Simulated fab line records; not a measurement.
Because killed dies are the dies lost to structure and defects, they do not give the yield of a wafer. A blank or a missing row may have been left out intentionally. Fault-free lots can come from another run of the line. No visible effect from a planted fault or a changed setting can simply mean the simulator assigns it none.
fab line records	flow nandHarc
record: lots: 14	wafers: 42	lastDay: 34
route steps=1302 shown A_STAIRCASE@713
lots that met no fault: from a run of the same line without faults
startH: hours from the record's opening day to when the first of the lot's shown wafers began	waitH: hours from the lot's prior step to this one	" unchanged from the row above	L1.1+2: a single row standing in for several wafers	- no value present, or no start provided	* or withheld: withheld	< > ~ a bound
route shown NAME@n: names a module that has steps shown in the file, with the first one's number in the route	usual: average and standard deviation across the fault-free wafers	same: alike in all rows	chamber/n: place in a boat	sites: per-site readings	_std_site: standard deviation of those values	_edge_site: mean of outer sites minus mean of inner sites	radiusMm: for every site, how far away it sits from the centre of the wafer	mask NAME#n: copy n	behind: tool/chamber where the wafer was last shaped	hold: why the lot went on hold/how many hours it stayed there/how the hold came to an end	device: whichever transistor did not switch (one of n, p or np)	end of line: at the end of the route, the tests of the same wafers	for a step that has no rows: nothing shown but its recipe	killed: not the wafer's yield, but the dies lost to structure and defects at the first sort	map: per-die view of a wafer (x killed, . not killed, _ where there is no die)
set.NAME: the setting as run; set.NAME@STEP: as run at that earlier step	model.NAME: the simulator's own value behind a step, which no gauge read
the route's steps for a sample of lots (tables are steps, rows are wafers)
services: from which hour (startH, from the record's first day; less than 0 if before it) a tool's chamber was out of use, for how many hours, and why
== steps ==
step: NHARC_A_STAIRCASE_ETCH_199
recipe: targetDepthA: 1000	timeS: 40.5	ionEnergyEv: 400	c4f8FlowSccm: 20	o2FlowSccm: 10	arFlowSccm: withheld	rfW: 600	biasW: 1000	chemistry: C4F8/O2
usual: oesProductAu: 0.942/0.014	rfVppV: 894/4
lot.wafer	tool	chamber	startH	waitH	oesProductAu	rfHoursCounterH	rfVppV
L582.4	rieDiel-12	0	-	-	0.934	23	892
L582.3	"	1	"	"	0.943	32	892
L582.1	"	2	"	"	0.954	28	898
L581.2	rieDiel-07	2	-	-	0.952	28	895
L581.4	"	1	"	"	0.939	-	891
L581.5	"	2	"	"	0.949	-	895
L583.4	rieDiel-12	1	-	-	0.937	37	893
L583.1	"	0	"	"	0.923	30	892
L583.5	"	1	"	"	0.934	-	891
L586.3	rieDiel-08	0	-	-	0.929	16	887
L586.4	"	1	"	"	0.973	15	892
L586.2	"	2	"	"	0.955	12	899
L588.1	rieDiel-07	3	-	-	0.937	46	891
L588.6	"	0	"	"	0.933	-	895
L588.4	"	1	"	"	0.944	-	890
L590.2	rieDiel-08	2	-	-	0.971	28	899
L590.1	"	3	"	"	0.952	27	900
L590.6	"	1	"	"	0.970	-	890
L591.4	rieDiel-12	1	-	-	0.930	6	890
L591.1	"	2	"	"	0.946	4	899
L591.5	"	1	"	"	0.930	-	890
L592.1	rieDiel-08	3	-	-	0.939	36	900
L592.3	"	0	"	"	0.918	39	885
L592.4	"	1	"	"	0.952	39	891
L594.1	rieDiel-07	1	-	-	0.975	6	891
L594.6	"	1	"	"	0.962	-	891
L594.5	"	2	"	"	0.925	-	896
L595.1	rieDiel-12	2	-	-	0.919	16	899
L595.3	"	3	"	"	0.924	16	900
L595.6	"	1	"	"	0.929	-	891
L596.2	rieDiel-07	1	-	-	0.953	10	891
L596.5	"	2	"	"	0.948	-	895
L596.6	"	3	"	"	0.946	-	889
L602.4	rieDiel-07	1	-	-	0.964	29	891
L602.1	"	2	"	"	0.951	31	895
L602.3	"	3	"	"	0.933	34	889
L601.3	rieDiel-12	3	-	-	0.919	44	898
L601.4	"	0	"	"	0.953	50	891
L601.6	"	1	"	"	0.928	-	891
L603.1	rieDiel-12	2	-	-	0.949	45	897
L603.4	"	1	"	"	0.934	51	891
L603.5	"	3	"	"	0.914	-	899
step: NHARC_A_STAIRCASE_TRIM_200
recipe: timeS: 211.2	o2FlowSccm: 500	arFlowSccm: 0	biasW: 0	chemistry: O2
usual: drypumpMotorCurrentA: 5.8/0.39	oesProductAu: 0.997/0.012	rfVppV: 57.6/0.79	showerheadPlenumPTorr: 3.47/0.11	throttleValvePct: 17.035/0.0085
lot.wafer	tool	chamber	startH	waitH	drypumpMotorCurrentA	oesProductAu	rfHoursCounterH	rfVppV	showerheadPlenumPTorr	throttleValvePct
L582.1	rieDiel-12	2	-	-	5.8	0.992	28	57.8	3.62	17.028
L582.4	"	3	"	"	6.0	1.013	30	56.6	3.62	17.029
L582.3	"	0	"	"	5.8	0.996	23	57.6	3.46	17.052
L581.2	rieDiel-07	3	-	-	4.9	1.003	28	57.6	3.37	17.032
L581.5	"	2	"	"	6.0	1.020	-	57.7	3.51	17.038
L581.4	"	1	"	"	6.3	1.000	-	57.6	3.40	17.032
L583.1	rieDiel-12	3	-	-	6.0	1.001	37	56.6	3.62	17.035
L583.4	"	0	"	"	5.8	0.990	30	58.3	3.45	17.040
L583.5	"	2	"	"	5.8	0.995	-	57.2	3.61	17.034
L586.4	rieDiel-08	3	-	-	6.4	0.999	13	58.2	3.66	17.019
L586.2	"	0	"	"	5.8	0.976	16	57.2	3.29	17.024
L586.3	"	2	"	"	5.9	0.988	12	58.1	3.62	17.043
L588.1	rieDiel-07	3	-	-	4.9	1.000	46	56.4	3.36	17.037
L588.4	"	3	"	"	4.9	0.993	-	57.3	3.36	17.030
L588.6	"	0	"	"	5.8	0.984	-	57.5	3.48	17.034
L590.2	rieDiel-08	3	-	-	6.4	0.996	27	57.8	3.65	17.039
L590.1	"	0	"	"	5.8	0.992	31	57.1	3.28	17.037
L590.6	"	2	"	"	5.9	1.007	-	58.1	3.61	17.038
L591.1	rieDiel-12	1	-	-	5.6	0.971	6	57.7	3.40	17.045
L591.4	"	3	"	"	6.1	0.990	5	58.2	3.61	17.035
L591.5	"	1	"	"	5.6	0.979	-	55.5	3.40	17.049
L592.1	rieDiel-08	3	-	-	6.4	1.005	36	59.0	3.65	17.050
L592.3	"	0	"	"	5.8	0.988	39	55.3	3.28	17.041
L592.4	"	2	"	"	5.9	1.004	35	57.4	3.61	17.029
L594.1	rieDiel-07	1	-	-	6.3	1.013	6	56.9	3.38	17.038
L594.6	"	3	"	"	4.9	0.977	-	56.3	3.35	17.017
L594.5	"	0	"	"	5.9	1.002	-	58.4	3.47	17.037
L595.1	rieDiel-12	0	-	-	5.8	1.002	21	56.0	3.43	17.036
L595.3	"	2	"	"	5.9	1.004	17	56.9	3.60	17.046
L595.6	"	0	"	"	5.8	0.997	-	58.4	3.43	17.039
L596.2	rieDiel-07	3	-	-	4.9	0.992	12	57.6	3.35	17.024
L596.5	"	3	"	"	4.9	0.988	-	57.1	3.35	17.042
L596.6	"	0	"	"	5.8	1.005	-	56.8	3.47	17.039
L602.3	rieDiel-07	1	-	-	6.3	1.026	29	58.2	3.37	17.038
L602.4	"	2	"	"	6.0	1.016	31	58.1	3.48	17.031
L602.1	"	0	"	"	5.9	1.012	32	56.4	3.46	17.044
L601.4	rieDiel-12	0	-	-	5.8	0.997	50	56.6	3.42	17.026
L601.3	"	1	"	"	5.7	0.986	45	57.2	3.38	17.030
L601.6	"	0	"	"	5.8	0.984	-	58.6	3.42	17.048
L603.1	rieDiel-12	1	-	-	5.6	0.988	51	57.9	3.38	17.025
L603.4	"	3	"	"	6.0	0.978	50	58.2	3.58	17.043
L603.5	"	2	"	"	5.9	1.005	-	58.4	3.58	17.034
step: NHARC_A_STAIRCASE_DEVELOP_216
recipe: timeS: 140
usual: chillPlateTempC: 23.01/0.11	exhaustPa: 44.8/0.78	resistLineTempC: 22.99/0.093
lot.wafer	tool	chamber	startH	waitH	chillPlateTempC	exhaustPa	resistLineTempC
L582.1	lithoTrack-02	0	378	-	23.00	44.1	23.06
L582.3	"	0	"	"	23.14	43.1	23.05
L582.4	"	0	"	"	22.96	45.0	23.09
L581.2	lithoTrack-05	0	378	-	23.04	45.1	23.05
L581.4	"	0	"	"	22.97	43.8	23.02
L581.5	"	0	"	"	22.93	45.1	23.05
L583.1	lithoTrack-03	0	393	-	22.97	44.8	22.88
L583.4	"	0	"	"	23.01	43.4	22.90
L583.5	"	0	"	"	23.08	46.1	22.98
L586.2	lithoTrack-03	0	415	-	22.96	45.4	22.95
L586.3	"	0	"	"	22.80	47.0	22.95
L586.4	"	0	"	"	22.91	46.4	23.08
L588.1	lithoTrack-05	0	442	-	22.99	43.9	22.93
L588.4	"	0	"	"	23.24	45.0	22.95
L588.6	"	0	"	"	22.97	45.3	22.99
L590.1	lithoTrack-05	0	467	-	23.00	44.7	23.01
L590.2	"	0	"	"	23.00	44.6	22.98
L590.6	"	0	"	"	22.93	44.5	22.99
L591.1	lithoTrack-02	0	470	-	23.12	44.5	22.97
L591.4	"	0	"	"	23.22	42.9	22.85
L591.5	"	0	"	"	23.10	44.6	22.90
L592.1	lithoTrack-03	-	480	-	-	-	-
L592.3	"	-	"	"	-	-	-
L592.4	"	-	"	"	-	-	-
L594.1	lithoTrack-05	-	506	-	-	-	-
L594.5	"	-	"	"	-	-	-
L594.6	"	-	"	"	-	-	-
L595.1	lithoTrack-03	0	507	-	22.98	45.2	22.68
L595.3	"	0	"	"	23.09	45.3	23.08
L595.6	"	0	"	"	23.09	44.0	22.83
L596.2	lithoTrack-03	0	524	-	23.16	45.0	22.97
L596.5	"	0	"	"	23.08	45.2	22.91
L596.6	"	0	"	"	23.02	46.6	23.04
L602.1	lithoTrack-03	0	579	-	22.87	43.6	22.96
L602.3	"	0	"	"	22.84	44.6	23.01
L602.4	"	0	"	"	23.07	43.9	22.84
L601.3	lithoTrack-05	0	579	-	23.04	45.5	23.09
L601.4	"	0	"	"	22.95	44.8	23.15
L601.6	"	0	"	"	23.12	44.0	23.04
L603.1	lithoTrack-05	0	607	-	23.03	45.2	23.01
L603.4	"	0	"	"	23.12	45.1	22.97
L603.5	"	0	"	"	22.96	45.0	23.01
step: NHARC_A_STAIRCASE_TRIM_224
recipe: timeS: 211.2	o2FlowSccm: 500	arFlowSccm: 0	biasW: 0	chemistry: O2
usual: drypumpMotorCurrentA: 5.8/0.39	oesProductAu: 0.998/0.012	rfVppV: 57.5/0.83	showerheadPlenumPTorr: 3.47/0.11	throttleValvePct: 17.037/0.0086
lot.wafer	tool	chamber	startH	waitH	drypumpMotorCurrentA	oesProductAu	rfHoursCounterH	rfVppV	showerheadPlenumPTorr	throttleValvePct
L582.4	rieDiel-07	1	-	-	6.3	0.989	26	58.4	3.40	17.035
L582.3	"	2	"	"	5.9	1.010	29	56.9	3.51	17.046
L582.1	"	0	"	"	5.8	0.963	24	57.6	3.49	17.042
L581.2	rieDiel-12	1	-	-	5.6	0.982	32	57.2	3.42	17.025
L581.4	"	3	"	"	6.1	0.995	32	56.9	3.62	17.021
L581.5	"	2	"	"	5.9	0.987	-	57.9	3.62	17.044
L583.1	rieDiel-07	2	-	-	6.0	1.020	33	57.7	3.51	17.036
L583.4	"	1	"	"	6.3	0.986	-	58.1	3.40	17.068
L583.5	"	2	"	"	6.0	1.011	-	57.4	3.51	17.053
L586.4	rieDiel-07	3	-	-	4.9	0.997	41	57.7	3.37	17.035
L586.3	"	0	"	"	5.8	0.984	28	58.0	3.49	17.038
L586.2	"	1	"	"	6.3	1.015	39	56.2	3.39	17.026
L588.1	rieDiel-08	2	-	-	5.9	1.005	18	58.4	3.62	17.036
L588.4	"	3	"	"	6.4	1.010	19	59.9	3.66	17.038
L588.6	"	1	"	"	5.4	1.028	-	57.3	3.40	17.040
L590.2	rieDiel-12	0	-	-	5.8	1.004	5	57.2	3.44	17.045
L590.1	"	1	"	"	5.6	0.988	5	57.6	3.40	17.047
L590.6	"	1	"	"	5.6	0.978	-	57.3	3.40	17.041
L591.1	rieDiel-08	3	-	-	6.4	0.991	30	57.8	3.65	17.040
L591.4	"	1	"	"	5.5	1.009	35	57.5	3.40	17.048
L591.5	"	2	"	"	5.9	1.004	-	57.5	3.61	17.049
L592.4	rieDiel-08	1	-	-	5.5	1.007	40	57.0	3.39	17.048
L592.1	"	2	"	"	5.9	0.996	36	56.6	3.61	17.041
L592.3	"	3	"	"	6.4	0.990	37	58.1	3.65	17.026
L594.1	rieDiel-07	0	-	-	5.8	0.997	6	57.4	3.47	17.044
L594.5	"	2	"	"	6.0	0.990	-	58.9	3.50	17.030
L594.6	"	3	"	"	4.9	0.991	-	57.0	3.35	17.034
L595.1	rieDiel-07	2	-	-	6.0	1.001	6	55.8	3.49	17.052
L595.3	"	3	"	"	4.9	0.989	6	56.3	3.35	17.039
L595.6	"	3	"	"	4.9	0.988	-	56.3	3.35	17.040
L596.2	rieDiel-07	3	-	-	4.9	0.982	12	57.1	3.35	17.019
L596.6	"	1	"	"	6.3	1.007	-	55.9	3.38	17.042
L596.5	"	2	"	"	5.9	1.002	-	57.2	3.49	17.016
L602.3	rieDiel-08	2	-	-	5.9	0.999	8	57.4	3.59	17.046
L602.4	"	3	"	"	6.4	0.995	7	58.1	3.64	17.039
L602.1	"	0	"	"	5.8	1.014	10	57.4	3.80	17.025
L601.4	rieDiel-12	2	-	-	5.8	1.007	43	57.7	3.58	17.049
L601.3	"	0	"	"	5.8	0.996	50	56.8	3.42	17.030
L601.6	"	2	"	"	5.9	1.008	-	55.9	3.58	17.042
L603.4	rieDiel-07	1	-	-	6.3	1.019	39	58.0	3.36	17.030
L603.1	"	2	"	"	6.0	1.017	40	57.9	3.48	17.041
L603.5	"	0	"	"	5.8	1.007	-	57.2	3.45	17.026
== services ==
tool	chamber	startH	hours	kind
rieDiel-07	0	357.00	-	clean
rieDiel-07	1	357.00	-	clean
rieDiel-07	2	357.00	-	clean
rieDiel-07	3	357.00	-	clean
rieDiel-08	-	367.88	9.0	pm
rieDiel-07	0	381.54	-	clean
rieDiel-07	1	381.54	-	clean
rieDiel-07	2	381.54	-	clean
rieDiel-07	3	381.54	-	clean
rieDiel-07	0	385.23	18.2	repair
lithoTrack-02	-	402.00	7.0	pm
rieDiel-07	0	406.04	-	clean
rieDiel-08	0	431.78	2.8	repair
rieDiel-07	2	437.81	9.2	repair
rieDiel-12	-	447.46	9.0	pm
lithoTrack-03	-	450.00	7.0	pm
lithoTrack-05	-	474.00	7.0	pm
rieDiel-08	0	481.63	3.7	repair
rieDiel-08	-	488.25	0.8	repair
rieDiel-12	1	544.04	2.3	repair
rieDiel-08	-	544.88	9.0	pm
lithoTrack-02	-	577.00	7.0	pm
rieDiel-12	2	582.04	17.2	repair
rieDiel-08	3	590.36	5.6	repair
== key ==
firstSign: step: NHARC_A_STAIRCASE_DEVELOP_216	reading: toolRecord	direction: missing
effect none on later readings
metAt NHARC_A_STAIRCASE_DEVELOP_216
struckLots L592,L594
laterRowsLeftOut L592.1,L592.3,L592.4,L594.1,L594.5,L594.6
sortLeftOut L592.1,L592.3,L592.4,L594.1,L594.5,L594.6
testerLeftOut L592,L594
notActingAt NHARC_A_STAIRCASE_ETCH_199,NHARC_A_STAIRCASE_TRIM_200,NHARC_A_STAIRCASE_TRIM_224
fault: kind: skippedStepWhole	tool: lithoTrack-03,lithoTrack-05	chamber: -	onsetH: 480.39	steps: NHARC_A_STAIRCASE_DEVELOP_216	scope: struckLotsOnly
testerLeftOut: of these lots the tester's yield and bins aren't shown, on N5 and GAA mostly nor the transistor test; their killed dies are dies lost to structure and defects alone, not to doping, threshold or leakage, so they don't give the yield
sortLeftOut: the simulated sort isn't trusted on such a fault, so these wafers' sort isn't shown, and their yield isn't known
laterRowsLeftOut: the simulator's readings of these wafers behind a module that went badly wrong aren't trusted and aren't shown, but for the sort
